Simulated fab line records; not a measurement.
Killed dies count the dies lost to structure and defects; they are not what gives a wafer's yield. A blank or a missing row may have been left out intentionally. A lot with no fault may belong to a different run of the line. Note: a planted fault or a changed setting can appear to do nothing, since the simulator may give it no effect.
Matching of chambers + flow n5Finfet + pecvd-03 running N5_BEOL_M14_DEP_53: 3 sister chambers
The step deposits SiCN from 3MS/NH3, target thk 50 nm, time 17.8 s. 6 wafers are shown with their chamber, then 10 later ones without.

## WAFERS PAIRED WITH THEIR CHAMBERS
| wafer  | chamber | throttleValvePct (%) | showerheadPlenumPTorr (Torr) |
|--------|---------|----------------------|------------------------------|
| L074.6 | 2       | 18.1                 | 4.160                        |
| L079.1 | 2       | 18.1                 | 4.162                        |
| L080.2 | 0       | 17.7                 | 4.164                        |
| L080.4 | 1       | 16.5                 | 4.136                        |
| L082.1 | 1       | 16.5                 | 4.153                        |
| L082.2 | 0       | 17.8                 | 4.152                        |

## WAFERS WITHOUT THEIR CHAMBER
| wafer  | throttleValvePct (%) | showerheadPlenumPTorr (Torr) |
|--------|----------------------|------------------------------|
| L082.3 | 18.3                 | 4.162                        |
| L084.3 | 18.0                 | 4.159                        |
| L084.4 | 17.5                 | 4.154                        |
| L084.6 | 16.6                 | 4.140                        |
| L094.1 | 16.7                 | 4.137                        |
| L094.2 | 17.8                 | 4.146                        |
| L094.3 | 18.3                 | 4.147                        |
| L096.2 | 17.8                 | 4.158                        |
| L096.4 | 16.6                 | 4.135                        |
| L096.5 | 18.6                 | 4.165                        |

## WHICH CHAMBER EACH WENT THROUGH
| wafer  | from the rows above | in truth                   |
|--------|---------------------|----------------------------|
| L082.3 | 2                   | 2                          |
| L084.3 | 2                   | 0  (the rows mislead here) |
| L084.4 | 0                   | 0                          |
| L084.6 | 1                   | 1                          |
| L094.1 | 1                   | 1                          |
| L094.2 | 0                   | 0                          |
| L094.3 | 2                   | 2                          |
| L096.2 | 0                   | 0                          |
| L096.4 | 1                   | 1                          |
| L096.5 | 2                   | 2                          |
Placed correctly: 9 of 10. Not placeable from these rows: 0. Wrongly placed: 1.
How it was worked out, from the rows above alone: a wafer's distance from a chamber is the root of the sum, over the readings, of the square of ((its reading less the chamber's mean) divided by the reading's scatter). If the next closest chamber is less than 2 further off than the closest, the wafer can't be placed; otherwise it belongs to the closest. The mean given for a chamber averages the wafers shown for that chamber. How the scatter is found: for the shown wafers, subtract from each reading the mean of its chamber, square and add these, divide the total by (wafers less chambers), then take the root.
